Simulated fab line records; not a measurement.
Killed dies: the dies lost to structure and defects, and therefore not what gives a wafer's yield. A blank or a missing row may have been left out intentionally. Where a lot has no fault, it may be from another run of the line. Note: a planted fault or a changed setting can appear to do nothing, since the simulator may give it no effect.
fab line records -- flow n5_finfet
record lots=11, wafers=32, last_day=18
route steps=1938 shown BEOL_M0@717 MIM_TOP_ETCH@1852 PASSIVATION@1910
lots that met no fault: taken from a fault-free run of the same line
start_h: hours from the record's first day to the start of the lot's first wafer shown -- wait_h: hours since the lot's step before -- " identical to the entry in the row above -- L1.1+2: a single row standing in for several wafers -- - no value, or no start was given -- * or withheld: withheld -- < > ~ a bound
route shown NAME@n: a module of which the file shows steps, and the number in the route of the first -- usual: mean and standard deviation over wafers with no fault -- same: alike in all rows -- chamber/n: place in a boat -- sites: the reading at each site -- _std_site: the standard deviation of these -- _edge_site: the outer-site mean with the inner-site mean subtracted -- radius_mm: how far each site lies from the wafer's centre -- mask NAME#n: copy n -- behind: the most recent tool/chamber to have shaped the wafer -- hold: the reason the lot was held/the length of the hold in hours/how it ended -- device: names the non-switching transistor (n, p or np) -- end of line: the same wafers' tests at the end of the route -- for a step that has no rows: nothing shown but its recipe -- killed: not the wafer's yield, but the dies lost to structure and defects at the first sort -- map: shows each die of a wafer: x if killed, . if not, _ if none is there
set.NAME: the setting as run; set.NAME@STEP: as run at that earlier step -- model.NAME: the simulator's own value behind a step, which no gauge read
a sample of lots followed through the steps of the route, with each step as a table and each wafer as a row
services: from which hour (start_h, from the record's first day; less than 0 if before it) a tool's chamber was out of use, for how many hours, and why
## steps
# step N5_BEOL_M0_STRIP_140
# recipe chemistry=CF4, resist=SiARC, power_w=300, bias_power_w=75, pressure_mtorr=50, cf4_flow_sccm=150, rf_frequency_hz=6e+07
# usual chamber_pressure_mTorr=50.00/0.058, drypump_motor_current_A=5.7/0.41, oes_product_au=0.76/0.081, rf_vpp_V=271.3/1.3, showerhead_plenum_p_Torr=1.80/0.035, throttle_valve_pct=13.63/0.21
lot.wafer,tool,chamber,start_h,wait_h,chamber_pressure_mTorr,drypump_motor_current_A,oes_product_au,rf_hours_counter_h,rf_vpp_V,showerhead_plenum_p_Torr,throttle_valve_pct
L975.3,rie_diel-05,2,118.69,0.1,50.02,5.5,0.71,196,271.4,1.79,13.66
L975.5,rie_diel-05,0,118.69,0.1,50.01,6.2,0.73,-,270.4,1.79,13.70
L975.6,rie_diel-05,3,118.69,0.1,49.92,5.3,0.91,-,272.4,1.82,13.24
L976.2,rie_diel-02,2,122.34,0.1,50.04,5.8,0.88,25,271.6,1.83,13.43
L976.3,rie_diel-02,0,122.34,0.1,50.07,5.2,0.70,210,273.1,1.86,13.97
L976.5,rie_diel-02,1,122.34,0.1,50.04,5.0,0.70,-,272.2,1.76,13.60
L977.1,rie_diel-05,2,128.88,0.4,50.01,5.5,0.69,201,270.5,1.79,13.67
L977.2,rie_diel-05,0,128.88,0.4,50.02,6.2,0.72,153,269.5,1.79,13.73
L977.6,rie_diel-05,0,128.88,0.4,49.95,6.2,0.72,-,269.6,1.79,13.72
L979.1,rie_diel-02,0,138.49,0.1,50.17,5.2,0.71,217,273.8,1.86,13.96
L979.3,rie_diel-02,2,138.49,0.1,49.92,5.8,0.85,31,269.6,1.83,13.47
L979.4,rie_diel-02,3,138.49,0.1,50.01,6.4,0.97,1,274.8,1.91,13.41
L981.5,rie_diel-02,2,155.02,0.1,50.01,5.8,0.86,-,271.6,1.83,13.46
L981.6,rie_diel-02,1,155.02,0.1,50.11,5.0,0.69,-,272.2,1.76,13.62
L982.1,rie_diel-06,0,157.83,0.3,50.03,5.8,0.88,28,273.8,1.84,13.45
L982.2,rie_diel-06,3,157.83,0.3,50.01,5.8,0.72,170,271.3,1.78,13.64
L982.5,rie_diel-06,0,157.83,0.3,50.04,5.8,0.90,-,270.6,1.84,13.44
L983.1,rie_diel-02,1,167.24,0.3,50.08,5.0,0.69,222,271.5,1.76,13.63
L983.2,rie_diel-02,3,167.24,0.3,49.99,6.3,0.93,10,273.3,1.91,13.45
L983.6,rie_diel-02,1,167.24,0.3,49.97,5.0,0.69,-,269.5,1.76,13.65
L984.1,rie_diel-05,2,169.78,0.1,49.87,5.5,0.69,215,269.9,1.78,13.67
L984.2,rie_diel-05,1,169.78,0.1,50.06,5.4,0.74,169,271.5,1.79,13.82
L984.3,rie_diel-05,3,169.78,0.1,50.02,5.3,0.86,27,272.0,1.82,13.25
L992.1,rie_diel-05,2,217.85,0.2,50.02,5.5,0.68,229,273.2,1.78,13.73
L992.4,rie_diel-05,1,217.85,0.2,49.99,5.4,0.71,183,272.5,1.79,13.86
L992.6,rie_diel-05,0,217.85,0.2,49.97,6.2,0.70,-,269.7,1.78,13.77
L994.1,rie_diel-05,1,229.09,0.1,49.93,5.4,0.72,187,270.9,1.78,13.88
L994.3,rie_diel-05,3,229.09,0.1,49.92,5.3,0.84,45,271.5,1.81,13.31
L994.5,rie_diel-05,2,229.09,0.1,49.93,5.5,0.68,-,270.3,1.78,13.75
L996.1,rie_diel-06,0,237.50,0.1,49.94,5.8,0.85,52,273.5,1.83,13.51
L996.4,rie_diel-06,2,237.50,0.1,49.91,6.3,0.70,221,271.6,1.78,13.83
L996.6,rie_diel-06,1,237.50,0.1,50.11,5.7,0.82,-,271.9,1.83,13.41
# step N5_MIM_TOP_ETCH_STRIP_01
# recipe chemistry=O2, power_w=600, temp_c=60, pressure_mtorr=30, rf_frequency_hz=6e+07, bias_power_w=0, overash_fraction=0.5, o2_flow_sccm=225
# usual chamber_pressure_mTorr=29.99/0.087, drypump_motor_current_A=5.8/0.53, oes_product_au=0.78/0.095, rf_vpp_V=3.8/1.4, showerhead_plenum_p_Torr=2.08/0.066, throttle_valve_pct=16.7/0.33
lot.wafer,tool,chamber,start_h,wait_h,chamber_pressure_mTorr,drypump_motor_current_A,oes_product_au,rf_hours_counter_h,rf_vpp_V,showerhead_plenum_p_Torr,throttle_valve_pct
L975.3,rie_diel-04,0,294.60,0.2,30.06,5.9,0.67,246,2.7,2.15,16.6
L975.5,rie_diel-04,2,294.60,0.2,30.05,5.3,0.89,-,9.1,2.05,16.5
L975.6,rie_diel-04,1,294.60,0.2,29.94,6.1,0.75,-,3.5,2.00,17.0
L976.2,rie_diel-03,3,302.29,0.2,30.20,6.4,0.81,100,4.6,2.04,16.6
L976.3,rie_diel-03,0,302.29,0.2,30.06,5.0,0.70,192,3.3,2.09,17.1
L976.5,rie_diel-03,2,302.29,0.2,29.98,4.7,0.73,-,4.0,2.18,17.1
L977.1,rie_diel-04,2,306.19,0.1,29.89,5.2,0.87,33,6.0,2.05,16.5
L977.2,rie_diel-04,1,306.19,0.1,29.98,6.1,0.72,158,6.0,2.00,17.0
L977.6,rie_diel-04,1,306.19,0.1,29.97,6.2,0.75,-,3.0,2.00,17.0
L979.1,rie_diel-01,3,321.37,0.1,30.24,6.2,0.71,211,3.6,2.17,16.5
L979.3,rie_diel-01,1,321.37,0.1,29.82,6.3,0.70,233,7.6,1.97,16.9
L979.4,rie_diel-01,2,321.37,0.1,30.07,5.7,0.72,209,2.8,2.15,16.8
L981.5,rie_diel-01,3,324.84,0.1,29.97,6.2,0.73,-,3.4,2.17,16.6
L981.6,rie_diel-01,0,324.84,0.1,29.98,6.1,0.88,-,2.9,2.05,16.2
L982.1,rie_diel-01,3,331.76,0.1,30.05,6.2,0.71,214,1.6,2.17,16.6
L982.2,rie_diel-01,1,331.76,0.1,29.90,6.3,0.69,235,3.5,1.97,16.9
L982.5,rie_diel-01,3,331.76,0.1,29.92,6.2,0.71,-,2.2,2.17,16.6
L983.1,rie_diel-04,1,340.55,0.1,29.97,6.1,0.73,171,3.1,2.00,17.0
L983.2,rie_diel-04,0,340.55,0.1,30.24,5.9,1.01,0,2.1,2.15,16.1
L983.6,rie_diel-04,2,340.55,0.1,30.02,5.3,0.86,-,2.4,2.04,16.5
L984.1,rie_diel-04,2,340.62,0.1,29.98,5.3,0.87,46,1.4,2.04,16.5
L984.2,rie_diel-04,3,340.62,0.1,30.02,5.9,0.70,220,4.9,2.06,16.9
L984.3,rie_diel-04,0,340.62,0.1,30.09,5.9,1.02,0,4.3,2.15,16.1
L992.1,rie_diel-03,3,384.06,0.1,30.04,6.3,0.77,128,3.2,2.03,16.7
L992.4,rie_diel-03,0,384.06,0.1,29.84,5.0,0.65,-,6.1,2.08,17.2
L992.6,rie_diel-03,3,384.06,0.1,30.02,6.3,0.77,-,5.3,2.03,16.8
L994.1,rie_diel-04,3,416.75,0.3,30.06,5.9,0.70,243,5.1,2.05,16.9
L994.3,rie_diel-04,1,416.75,0.3,30.09,6.1,0.75,191,3.9,1.99,17.1
L994.5,rie_diel-04,3,416.75,0.3,30.13,6.0,0.69,-,2.9,2.05,16.9
L996.1,rie_diel-04,1,423.01,0.1,29.98,6.1,0.72,195,2.8,1.99,17.1
L996.4,rie_diel-04,3,423.01,0.1,29.86,6.0,0.69,247,3.2,2.05,16.9
L996.6,rie_diel-04,0,423.01,0.1,29.90,5.9,0.91,-,5.6,2.14,16.1
# step N5_PASSIVATION_ETCH_59
# recipe chemistry=Cl2/BCl3, target=TaN, target_depth_a=650, time_s=34.9, ion_energy_ev=100, pressure_mtorr=10, icp_w=900, bias_w=100, Cl2_flow_sccm=60, bcl3_flow_sccm=30
# usual bcl3_flow_sccm=29.99/0.087, chamber_pressure_mTorr=9.999/0.0094, drypump_motor_current_A=5.8/0.36, oes_product_au=0.79/0.12, throttle_valve_pct=21.21/0.16
lot.wafer,tool,chamber,start_h,wait_h,bcl3_flow_sccm,chamber_pressure_mTorr,drypump_motor_current_A,oes_product_au,rf_hours_counter_h,throttle_valve_pct
L975.3,rie_metal-01,1,301.25,0.2,29.98,9.987,5.7,0.65,-,21.17
L975.5,rie_metal-01,0,301.25,0.2,30.05,10.014,5.6,0.90,-,21.25
L975.6,rie_metal-01,1,301.25,0.2,29.77,9.997,5.7,0.65,-,21.16
L976.2,rie_metal-02,1,307.75,0.6,29.98,10.009,5.3,0.67,-,21.39
L976.3,rie_metal-02,1,307.75,0.6,29.91,10.000,5.3,0.67,-,21.41
L976.5,rie_metal-02,1,307.75,0.6,30.00,10.003,5.3,0.67,-,21.39
L977.1,rie_metal-01,0,312.43,0.7,30.05,9.993,5.6,0.90,9,21.24
L977.2,rie_metal-01,0,312.43,0.7,30.04,9.990,5.6,0.89,-,21.25
L977.6,rie_metal-01,0,312.43,0.7,30.01,9.999,5.6,0.89,-,21.25
L979.1,rie_metal-02,1,326.66,0.3,29.97,10.003,5.3,0.65,95,21.41
L979.3,rie_metal-02,0,326.66,0.3,30.13,10.007,5.6,0.98,-,21.34
L979.4,rie_metal-02,1,326.66,0.3,30.01,10.006,5.3,0.66,-,21.41
L981.5,rie_metal-03,1,330.81,0.1,29.91,9.991,6.0,0.75,-,21.02
L981.6,rie_metal-03,0,330.81,0.1,30.05,10.001,6.4,0.67,-,21.25
L982.1,rie_metal-02,0,336.83,0.3,29.81,9.994,5.6,0.97,3,21.34
L982.2,rie_metal-02,1,336.83,0.3,30.02,10.012,5.2,0.65,96,21.41
L982.5,rie_metal-02,1,336.83,0.3,30.07,10.003,5.2,0.65,-,21.40
L983.1,rie_metal-01,1,344.66,0.3,30.06,9.993,5.7,0.99,1,20.91
L983.2,rie_metal-01,0,344.66,0.3,29.92,9.993,5.6,0.87,13,21.27
L983.6,rie_metal-01,0,344.66,0.3,29.95,9.994,5.6,0.87,-,21.28
L984.1,rie_metal-01,0,345.57,0.3,30.02,10.005,5.6,0.87,14,21.28
L984.2,rie_metal-01,1,345.57,0.3,29.89,9.998,5.7,0.98,2,20.92
L984.3,rie_metal-01,0,345.57,0.3,29.88,9.994,5.5,0.86,-,21.27
L992.1,rie_metal-01,0,389.25,0.3,29.94,10.007,5.6,0.85,17,21.29
L992.4,rie_metal-01,0,389.25,0.3,30.01,10.009,5.6,0.84,-,21.30
L992.6,rie_metal-01,0,389.25,0.3,29.91,10.016,5.6,0.85,-,21.28
L994.1,rie_metal-02,0,424.42,0.3,29.80,10.002,5.6,0.88,12,21.39
L994.3,rie_metal-02,1,424.42,0.3,29.97,10.010,5.3,0.99,-,21.02
L994.5,rie_metal-02,0,424.42,0.3,30.02,9.976,5.6,0.89,-,21.39
L996.1,rie_metal-01,0,429.16,0.3,30.00,10.000,5.6,0.85,20,21.27
L996.4,rie_metal-01,0,429.16,0.3,30.03,9.992,5.6,0.85,-,21.27
L996.6,rie_metal-01,0,429.16,0.3,30.06,10.009,5.6,0.85,-,21.27
# step N5_PASSIVATION_PROBE_49
# usual defect_limited_yield=91.6/1.4, killed_at_M0_to_M3=33/10, killed_at_M4_up=13/5.3, killed_at_contacts=13/5.9, killed_at_front_end=36/12, killed_at_other=4/3.1, killed_dies=99/16, killed_on_rim=13/4.2, killed_open=65/13, killed_short=32/7.3, sort_bin_5_function=4.9/0.9, sort_bin_6_memory=3.1/0.66, sort_n_pass=1081/17, sort_yield_pct=91.6/1.4
# same gross_dies=1180, killed_at_back_side=0, sort_bin_4_leakage[%]=0, sort_bin_8_speed[%]=0
lot.wafer,tool,chamber,start_h,wait_h,defect_limited_yield[%],killed_at_M0_to_M3,killed_at_M4_up,killed_at_contacts,killed_at_front_end,killed_at_other,killed_dies,killed_on_rim,killed_open,killed_short,sort_bin_5_function[%],sort_bin_6_memory[%],sort_n_pass,sort_yield_pct[%]
L975.3,prober-01,-,306.14,0.1,92.6,44,1,10,30,2,87,6,54,32,4.7,2.5,1093,92.6
L975.5,prober-01,-,306.24,0.2,91.9,47,10,7,32,0,96,15,54,39,4.6,3.1,1084,91.9
L975.6,prober-01,-,306.29,0.3,92.3,37,11,9,32,2,91,10,52,37,4.5,2.8,1089,92.3
L976.2,prober-01,-,312.29,0.1,90.9,46,6,8,41,6,107,11,80,27,5.5,3.2,1073,90.9
L976.3,prober-01,-,312.34,0.1,91.4,40,13,9,32,7,101,14,67,28,5.2,2.7,1079,91.4
L976.5,prober-01,-,312.44,0.2,92.2,26,11,9,43,3,92,13,50,34,4.6,2.2,1088,92.2
L977.1,prober-01,-,317.40,0.0,91.8,32,10,20,29,6,97,13,65,32,4.8,3.1,1083,91.8
L977.2,prober-01,-,317.45,0.1,92.5,25,12,12,35,5,89,11,49,39,4.6,2.5,1091,92.5
L977.6,prober-01,-,317.65,0.3,89.7,43,19,22,32,5,121,8,73,48,5.7,4.5,1059,89.7
L979.1,prober-01,-,331.51,0.0,88.4,21,18,16,76,6,137,24,82,52,6.9,4.5,1043,88.4
L979.3,prober-01,-,331.61,0.1,88.1,33,8,28,56,15,140,15,99,39,6.9,4.5,1040,88.1
L979.4,prober-01,-,331.66,0.2,90.6,21,21,19,48,2,111,19,75,34,5.3,3.7,1069,90.6
L981.5,prober-02,-,335.36,0.2,91.5,32,10,19,37,2,100,10,73,27,5.2,2.7,1080,91.5
L981.6,prober-02,-,335.41,0.3,92.5,30,8,15,33,3,89,12,65,22,4.1,3.3,1091,92.5
L982.1,prober-01,-,341.40,0.0,91.7,31,13,9,42,3,98,14,64,33,5.5,2.4,1082,91.7
L982.2,prober-01,-,341.45,0.1,90.8,28,8,14,40,18,108,11,69,36,6.0,3.1,1072,90.8
L982.5,prober-01,-,341.60,0.2,91.1,32,17,19,36,1,105,14,74,30,5.5,3.2,1075,91.1
L983.1,prober-01,-,349.35,0.0,89.8,53,17,14,31,5,120,17,74,43,5.9,3.6,1060,89.8
L983.2,prober-01,-,349.40,0.1,92.7,29,14,11,26,6,86,18,55,26,3.7,3.2,1094,92.7
L983.6,prober-01,-,349.60,0.3,90.3,41,10,10,44,10,115,16,75,31,5.5,3.9,1065,90.3
L984.1,prober-01,-,350.02,0.0,92.7,23,13,11,38,1,86,14,49,32,4.2,2.8,1094,92.7
L984.2,prober-01,-,350.07,0.1,93.4,17,14,9,36,2,78,9,49,27,4.4,2.0,1102,93.4
L984.3,prober-01,-,350.12,0.1,92.9,25,6,11,41,1,84,14,49,34,4.8,2.1,1096,92.9
L992.1,prober-02,-,394.04,0.0,93.6,19,19,10,25,2,75,8,57,18,4.5,1.8,1105,93.6
L992.4,prober-02,-,394.19,0.2,94.2,13,23,7,23,2,68,9,48,19,3.3,2.1,1112,94.2
L992.6,prober-02,-,394.29,0.3,93.4,21,8,6,38,5,78,8,49,29,3.8,2.5,1102,93.4
L994.1,prober-02,-,428.78,0.0,85.7,90,21,12,35,11,169,27,76,35,8.6,4.1,1011,85.7
L994.3,prober-02,-,428.88,0.1,91.7,23,14,11,48,2,98,7,62,33,5.3,2.5,1082,91.7
L994.5,prober-02,-,428.98,0.2,91.1,26,16,12,50,1,105,11,52,51,4.8,3.5,1075,91.1
L996.1,prober-02,-,433.72,0.0,93.3,39,11,7,20,2,79,9,53,25,3.8,2.6,1101,93.3
L996.4,prober-02,-,433.87,0.2,92.0,31,10,7,43,3,94,10,53,40,4.8,2.7,1086,92.0
L996.6,prober-02,-,433.97,0.3,90.9,48,20,5,30,4,107,18,76,31,5.5,3.2,1073,90.9
# killed by level:class
L975.3 BEOL_M0_SAQP:geometric_particle:short=14 BEOL_M0_SAQP:geometric_particle:open=11 MOL_CONTACT_COAG:geometric_particle:open=7 FIN_SAQP:geometric_particle:short=6 STARTING-WAFER:geometric_particle:open=5 STI_FIN_REVEAL:geometric_particle:open=5 BEOL_M0:geometric_particle:open=5 BEOL_M1:geometric_particle:open=5
L975.5 BEOL_M0_SAQP:geometric_particle:short=14 BEOL_M2:geometric_particle:open=11 BEOL_M0_SAQP:geometric_particle:open=10 FIN_SAQP:geometric_particle:short=7 STI_FIN_REVEAL:geometric_particle:open=6 BEOL_M1:geometric_particle:short=5 FIN_SAQP:geometric_particle:open=4 BEOL_M1:geometric_particle:open=4
L975.6 FIN_SAQP:geometric_particle:short=8 BEOL_M0_SAQP:geometric_particle:short=8 MOL_CONTACT_COAG:geometric_particle:open=7 STI_FIN_REVEAL:geometric_particle:open=5 GATE_CUT:geometric_particle:short=5 BEOL_M0:geometric_particle:open=5 BEOL_M1:geometric_particle:open=5 BEOL_M3:geometric_particle:open=5
L976.2 BEOL_M0_SAQP:geometric_particle:open=11 STI_FIN_REVEAL:geometric_particle:open=10 BEOL_M1:geometric_particle:open=10 DUMMY_GATE:geometric_particle:open=8 MOL_CONTACT_COAG:geometric_particle:open=8 BEOL_M3:geometric_particle:open=8 FIN_SAQP:geometric_particle:open=7 BEOL_M0_SAQP:geometric_particle:short=7
L976.3 BEOL_M2:geometric_particle:open=12 MOL_CONTACT_COAG:geometric_particle:open=8 FIN_SAQP:geometric_particle:open=7 BEOL_M0_SAQP:geometric_particle:open=7 BEOL_M4:geometric_particle:open=6 HKMG_FIN:area_etch=6 BEOL_M1:geometric_particle:open=4 BEOL_M2:geometric_particle:short=4
L976.5 FIN_SAQP:geometric_particle:short=9 BEOL_M0_SAQP:geometric_particle:short=8 MOL_CONTACT_COAG:geometric_particle:open=7 HKMG_FIN:area_etch=7 FIN_SAQP:geometric_particle:open=6 BEOL_M2:geometric_particle:open=6 BEOL_M0_SAQP:geometric_particle:open=5 STARTING-WAFER:geometric_particle:open=5
L977.1 MOL_CONTACT_COAG:geometric_particle:open=18 BEOL_M0_SAQP:geometric_particle:open=11 BEOL_M0_SAQP:geometric_particle:short=9 DUMMY_GATE:geometric_particle:open=6 SPACER0:geometric_particle:open=4 BEOL_M3:geometric_particle:open=4 BEOL_M4:geometric_particle:open=4 STI_FIN_REVEAL:geometric_particle:open=3
L977.2 MOL_CONTACT_COAG:geometric_particle:open=11 BEOL_M0_SAQP:geometric_particle:short=11 BEOL_M0_SAQP:geometric_particle:open=8 STI_FIN_REVEAL:geometric_particle:open=7 STI_FIN_REVEAL:geometric_particle:short=5 DUMMY_GATE:geometric_particle:open=5 GATE_CUT:geometric_particle:short=4 STARTING-WAFER:geometric_particle:short=4
L977.6 BEOL_M0_SAQP:geometric_particle:short=14 MOL_CONTACT_COAG:geometric_particle:open=14 BEOL_M0_SAQP:geometric_particle:open=12 BEOL_M4:geometric_particle:open=10 MOL_CONTACT_COAG:geometric_particle:short=8 FIN_SAQP:geometric_particle:short=7 STI_FIN_REVEAL:geometric_particle:open=6 DUMMY_GATE:geometric_particle:open=6
L979.1 FIN_SAQP:geometric_particle:short=22 FIN_SAQP:geometric_particle:open=15 MOL_CONTACT_COAG:geometric_particle:open=13 BEOL_M4:geometric_particle:open=11 STI_FIN_REVEAL:geometric_particle:open=10 DUMMY_GATE:geometric_particle:open=7 BEOL_M2:geometric_particle:open=5 MOL_CONTACT_COAG:geometric_particle:short=3
L979.3 MOL_CONTACT_COAG:geometric_particle:open=20 DUMMY_GATE:geometric_particle:open=18 STI_FIN_REVEAL:geometric_particle:open=12 BEOL_M3:geometric_particle:open=9 MOL_CONTACT_COAG:geometric_particle:short=7 BEOL_M0_SAQP:geometric_particle:open=6 BEOL_M2:geometric_particle:open=5 STI_FIN_REVEAL:geometric_particle:short=4
L979.4 MOL_CONTACT_COAG:geometric_particle:open=13 STI_FIN_REVEAL:geometric_particle:open=12 FIN_SAQP:geometric_particle:open=9 FIN_SAQP:geometric_particle:short=8 MOL_CONTACT_COAG:geometric_particle:short=6 BEOL_M0_SAQP:geometric_particle:open=6 DUMMY_GATE:geometric_particle:open=5 BEOL_M2:geometric_particle:open=5
L981.5 MOL_CONTACT_COAG:geometric_particle:open=15 BEOL_M0_SAQP:geometric_particle:open=9 BEOL_M2:geometric_particle:open=8 STI_FIN_REVEAL:geometric_particle:open=7 FIN_SAQP:geometric_particle:open=6 BEOL_M0_SAQP:geometric_particle:short=6 DUMMY_GATE:geometric_particle:open=5 FIN_SAQP:geometric_particle:short=4
L981.6 MOL_CONTACT_COAG:geometric_particle:open=12 BEOL_M2:geometric_particle:open=10 BEOL_M1:geometric_particle:open=8 STI_FIN_REVEAL:geometric_particle:open=7 FIN_SAQP:geometric_particle:open=6 GATE_CUT:geometric_particle:short=4 BEOL_M0_SAQP:geometric_particle:open=4 BEOL_M5:geometric_particle:open=4
L982.1 BEOL_M3:geometric_particle:open=15 STI_FIN_REVEAL:geometric_particle:open=13 FIN_SAQP:geometric_particle:open=10 FIN_SAQP:geometric_particle:short=8 GATE_CUT:geometric_particle:short=5 MOL_CONTACT_COAG:geometric_particle:open=5 MOL_CONTACT_COAG:geometric_particle:short=4 BEOL_M0_SAQP:geometric_particle:short=4
L982.2 FIN_SAQP:geometric_particle:open=16 MOL_CONTACT_COAG:geometric_particle:open=9 BEOL_M0_SAQP:geometric_particle:open=9 STI_FIN_REVEAL:geometric_particle:open=8 PASS1_CAP:geometric_particle:open=6 MIM_BOT:geometric_particle:short=5 PASS1_CAP:geometric_particle:short=5 FIN_SAQP:geometric_particle:short=4
L982.5 MOL_CONTACT_COAG:geometric_particle:open=14 FIN_SAQP:geometric_particle:open=10 BEOL_M0_SAQP:geometric_particle:open=6 STI_FIN_REVEAL:geometric_particle:open=5 GATE_CUT:geometric_particle:open=5 MOL_CONTACT_COAG:geometric_particle:short=5 BEOL_M1:geometric_particle:open=5 BEOL_M4:geometric_particle:open=5
L983.1 BEOL_M0_SAQP:geometric_particle:open=15 BEOL_M0_SAQP:geometric_particle:short=15 BEOL_M1:geometric_particle:open=14 MOL_CONTACT_COAG:geometric_particle:open=12 FIN_SAQP:geometric_particle:open=6 BEOL_M1:geometric_particle:short=6 BEOL_M4:geometric_particle:short=6 STI_FIN_REVEAL:geometric_particle:open=4
L983.2 BEOL_M0_SAQP:geometric_particle:open=7 MOL_CONTACT_COAG:geometric_particle:open=7 BEOL_M0_SAQP:geometric_particle:short=6 BEOL_M2:geometric_particle:open=6 BEOL_M4:geometric_particle:open=6 FIN_SAQP:geometric_particle:open=4 FIN_SAQP:geometric_particle:short=4 STI_FIN_REVEAL:geometric_particle:open=4
L983.6 STI_FIN_REVEAL:geometric_particle:open=10 BEOL_M0_SAQP:geometric_particle:open=10 MOL_CONTACT_COAG:geometric_particle:open=9 BEOL_M0_SAQP:geometric_particle:short=8 BEOL_M2:geometric_particle:open=6 BEOL_M3:geometric_particle:open=6 GATE_CUT:geometric_particle:short=5 STARTING-WAFER:geometric_particle:open=5
L984.1 FIN_SAQP:geometric_particle:short=11 MOL_CONTACT_COAG:geometric_particle:open=8 STI_FIN_REVEAL:geometric_particle:open=7 BEOL_M0_SAQP:geometric_particle:open=7 BEOL_M0_SAQP:geometric_particle:short=7 BEOL_M2:geometric_particle:open=4 BEOL_M4:geometric_particle:open=4 FIN_SAQP:geometric_particle:open=3
L984.2 FIN_SAQP:geometric_particle:short=10 MOL_CONTACT_COAG:geometric_particle:open=9 FIN_SAQP:geometric_particle:open=6 GATE_CUT:geometric_particle:short=5 BEOL_M0_SAQP:geometric_particle:open=5 BEOL_M2:geometric_particle:open=5 BEOL_M4:geometric_particle:open=5 STI_FIN_REVEAL:geometric_particle:open=4
L984.3 FIN_SAQP:geometric_particle:short=13 MOL_CONTACT_COAG:geometric_particle:open=10 FIN_SAQP:geometric_particle:open=6 DUMMY_GATE:geometric_particle:open=6 BEOL_M0_SAQP:geometric_particle:open=4 BEOL_M1:geometric_particle:open=4 BEOL_M2:geometric_particle:open=4 DUMMY_GATE:geometric_particle:short=3
L992.1 BEOL_M4:geometric_particle:open=11 FIN_SAQP:geometric_particle:open=10 MOL_CONTACT_COAG:geometric_particle:open=9 STI_FIN_REVEAL:geometric_particle:open=5 BEOL_M0_SAQP:geometric_particle:open=5 BEOL_M3:geometric_particle:open=5 BEOL_M0_SAQP:geometric_particle:short=3 BEOL_M1:geometric_particle:open=3
L992.4 BEOL_M4:geometric_particle:open=14 STI_FIN_REVEAL:geometric_particle:open=6 BEOL_M3:geometric_particle:open=6 FIN_SAQP:geometric_particle:open=5 MOL_CONTACT_COAG:geometric_particle:open=5 BEOL_M4:geometric_particle:short=3 FIN_SAQP:geometric_particle:short=2 ILD0:geometric_particle:open=2
L992.6 FIN_SAQP:geometric_particle:open=12 BEOL_M0_SAQP:geometric_particle:open=10 STI_FIN_REVEAL:geometric_particle:open=6 BEOL_M0_SAQP:geometric_particle:short=6 STI_FIN_REVEAL:geometric_particle:short=4 DUMMY_GATE:geometric_particle:open=4 MOL_CONTACT_COAG:geometric_particle:open=3 MOL_CONTACT_COAG:geometric_particle:short=3
L994.1 BEOL_M0:unspecified=55 MOL_CONTACT_COAG:geometric_particle:open=10 BEOL_M0_SAQP:geometric_particle:open=10 FIN_SAQP:geometric_particle:short=8 BEOL_M4:geometric_particle:open=8 STI_FIN_REVEAL:geometric_particle:open=6 BEOL_M2:geometric_particle:open=5 BEOL_M0:geometric_particle:open=4
L994.3 FIN_SAQP:geometric_particle:open=9 FIN_SAQP:geometric_particle:short=8 DUMMY_GATE:geometric_particle:open=8 ILD0:geometric_particle:short=7 BEOL_M4:geometric_particle:open=7 MOL_CONTACT_COAG:geometric_particle:open=6 BEOL_M0_SAQP:geometric_particle:open=6 MOL_CONTACT_COAG:geometric_particle:short=5
L994.5 FIN_SAQP:geometric_particle:short=17 STI_FIN_REVEAL:geometric_particle:open=8 BEOL_M0_SAQP:geometric_particle:short=8 MOL_CONTACT_COAG:geometric_particle:open=7 DUMMY_GATE:geometric_particle:open=6 BEOL_M2:geometric_particle:short=6 BEOL_M4:geometric_particle:open=5 ILD0:geometric_particle:short=4
L996.1 BEOL_M0_SAQP:geometric_particle:open=11 BEOL_M0_SAQP:geometric_particle:short=11 FIN_SAQP:geometric_particle:open=7 MOL_CONTACT_COAG:geometric_particle:open=7 DUMMY_GATE:geometric_particle:open=5 BEOL_M4:geometric_particle:open=5 BEOL_M3:geometric_particle:open=4 FIN_SAQP:geometric_particle:short=3
L996.4 FIN_SAQP:geometric_particle:short=12 BEOL_M0_SAQP:geometric_particle:short=12 BEOL_M0_SAQP:geometric_particle:open=10 STARTING-WAFER:geometric_particle:open=8 BEOL_M4:geometric_particle:open=6 FIN_SAQP:geometric_particle:open=5 MOL_CONTACT_COAG:geometric_particle:open=5 STI_FIN_REVEAL:geometric_particle:open=3
L996.6 BEOL_M0_SAQP:geometric_particle:open=20 BEOL_M0_SAQP:geometric_particle:short=11 DUMMY_GATE:geometric_particle:open=9 BEOL_M1:geometric_particle:open=8 BEOL_M4:geometric_particle:open=7 BEOL_M7:geometric_particle:open=7 STI_FIN_REVEAL:geometric_particle:open=6 MOL_CONTACT_COAG:geometric_particle:open=5
## services
tool,chamber,start_h,hours,kind
rie_diel-02,2,98.10,16.2,repair
rie_diel-04,2,115.56,19.2,repair
rie_diel-05,3,118.81,5.5,repair
rie_diel-01,3,139.01,5.3,repair
rie_metal-02,0,143.90,12.5,repair
rie_diel-04,2,153.49,7.9,repair
rie_diel-02,0,153.84,5.9,repair
rie_diel-02,1,156.34,5.9,repair
rie_diel-01,3,175.59,15.8,repair
rie_metal-01,-,176.41,1.3,repair
rie_diel-02,0,190.66,4.0,repair
rie_diel-04,2,200.78,4.9,repair
rie_diel-04,0,210.17,13.3,repair
rie_diel-02,2,212.97,7.8,repair
rie_diel-02,0,233.99,1.9,repair
rie_metal-01,-,236.50,1.4,pm
rie_metal-02,1,264.88,4.3,repair
rie_metal-02,-,274.27,0.4,repair
rie_diel-02,2,274.60,2.7,repair
rie_diel-01,3,288.09,4.2,repair
rie_diel-02,0,359.18,8.3,repair
rie_diel-04,1,360.52,12.7,repair
rie_diel-02,0,396.89,2.6,repair
rie_diel-04,2,415.57,6.4,repair
## key
first_sign step=N5_PASSIVATION_PROBE_49, reading=killed_at_M0_to_M3, direction=up, sigmas=5.7, usual=33, struck=90
effect step=N5_PASSIVATION_PROBE_49, reading=killed_dies, direction=up, sigmas=4.3, usual=99, struck=169
more_kills_born_at N5_BEOL_M0_STRIP_140@rie_diel-05=55
met_at N5_BEOL_M0_STRIP_140
struck_lots L994
struck_wafers L994.1
not_acting_at N5_MIM_TOP_ETCH_STRIP_01,N5_PASSIVATION_ETCH_59
onset_between 217.85 229.09
fault kind=chamber_particle_source, tool=rie_diel-05, chamber=1, onset_h=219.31, steps=N5_BEOL_M0_STRIP_140, rate_per_visit_cm2=0.57426, end_h=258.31
